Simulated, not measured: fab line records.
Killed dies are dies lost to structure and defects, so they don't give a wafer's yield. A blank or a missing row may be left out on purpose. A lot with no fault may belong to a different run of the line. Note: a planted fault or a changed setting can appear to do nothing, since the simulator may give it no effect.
Matching of chambers ; flow n5Finfet ; 3 sister chambers for N5_BEOL_M10_ILD_DEP_00 on pecvd-04
The step deposits SiCOH lowk from DEMS/porogen, target thk 308.51 nm, time 58 s. 6 wafers are shown with their chamber, then 12 later ones without.

EACH WAFER AND ITS CHAMBER
wafer;chamber;throttleValvePct (%);showerheadPlenumPTorr (Torr)
L085.6;0;15.2;5.751
L089.3;0;15.0;5.755
L089.5;2;12.5;5.728
L092.2;1;13.6;5.773
L092.4;1;13.8;5.753
L092.6;2;12.7;5.731

WAFERS MISSING THEIR CHAMBER
wafer;throttleValvePct (%);showerheadPlenumPTorr (Torr)
L091.1;12.7;5.735
L091.2;13.9;5.756
L091.3;14.7;5.744
L096.1;14.8;5.745
L096.2;13.6;5.773
L096.3;12.7;5.724
L096.4;14.8;5.748
L096.5;12.5;5.710
L096.6;13.7;5.747
L097.1;12.7;5.711
L097.3;14.8;5.748
L097.6;13.8;5.752

THE CHAMBER EACH PASSED THROUGH
wafer;from the rows above;in truth
L091.1;2;2
L091.2;1;1
L091.3;0;0
L096.1;0;0
L096.2;1;1
L096.3;2;2
L096.4;0;0
L096.5;2;2
L096.6;1;1
L097.1;2;2
L097.3;0;0
L097.6;1;1
12 of 12 placed correctly. Can't be placed from these rows: 0. Placed wrongly: 0.
How it was worked out, from the rows above alone: a wafer's distance from a chamber is the root of the sum, over the readings, of the square of ((its reading less the chamber's mean) divided by the reading's scatter). If the next closest chamber is less than 2 further off than the closest, the wafer can't be placed; otherwise it belongs to the closest. Each chamber's mean is taken over the wafers shown for it. The scatter: the root of (the sum of the squares of (reading less its chamber's mean) over the shown wafers, divided by (wafers less chambers)).
